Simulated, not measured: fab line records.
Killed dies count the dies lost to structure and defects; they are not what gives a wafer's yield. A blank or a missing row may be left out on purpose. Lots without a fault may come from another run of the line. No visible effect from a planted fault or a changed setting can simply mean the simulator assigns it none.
Chamber matching :: flow n5 finfet :: N5_BEOL_M5_CO_CAP_78 on cvd co-02: 3 sister chambers
The step material Co, precursor CCTBA/H2, target thk 2 nm, time 102.1 s. 6 wafers are shown with their chamber, then 9 later ones without.

## EACH WAFER AND ITS CHAMBER
wafer: L082.4
chamber: 0
heater power w (W): 229

wafer: L085.4
chamber: 0
heater power w (W): 230

wafer: L085.6
chamber: 1
heater power w (W): 168

wafer: L090.2
chamber: 2
heater power w (W): 253

wafer: L090.3
chamber: 1
heater power w (W): 165

wafer: L090.5
chamber: 2
heater power w (W): 256

## WAFERS WITHOUT THEIR CHAMBER
wafer: L091.3
heater power w (W): 252

wafer: L091.4
heater power w (W): 239

wafer: L091.6
heater power w (W): 170

wafer: L093.2
heater power w (W): 255

wafer: L093.5
heater power w (W): 269

wafer: L093.6
heater power w (W): 166

wafer: L095.1
heater power w (W): 237

wafer: L095.2
heater power w (W): 173

wafer: L095.3
heater power w (W): 258

## WHICH CHAMBER EACH ONE RAN IN
wafer: L091.3
from the rows above: 2
in truth: 2

wafer: L091.4
from the rows above: 0
in truth: 0

wafer: L091.6
from the rows above: 1
in truth: 1

wafer: L093.2
from the rows above: 2
in truth: 2

wafer: L093.5
from the rows above: 2
in truth: 2

wafer: L093.6
from the rows above: 1
in truth: 1

wafer: L095.1
from the rows above: 0
in truth: 0

wafer: L095.2
from the rows above: 1
in truth: 1

wafer: L095.3
from the rows above: 2
in truth: 2
Correctly placed: 9 of 9. Not placeable from these rows: 0. Wrongly placed: 0.
How it was worked out, from the rows above alone: a wafer's distance from a chamber is the root of the sum, over the readings, of the square of ((its reading less the chamber's mean) divided by the reading's scatter). If the next closest chamber is less than 2 further off than the closest, the wafer can't be placed; otherwise it belongs to the closest. For every chamber, the mean is computed from those of its wafers that are shown. The scatter: take each reading less its chamber's mean, square it, sum over the shown wafers, divide by the number of wafers less the number of chambers, and take the root.
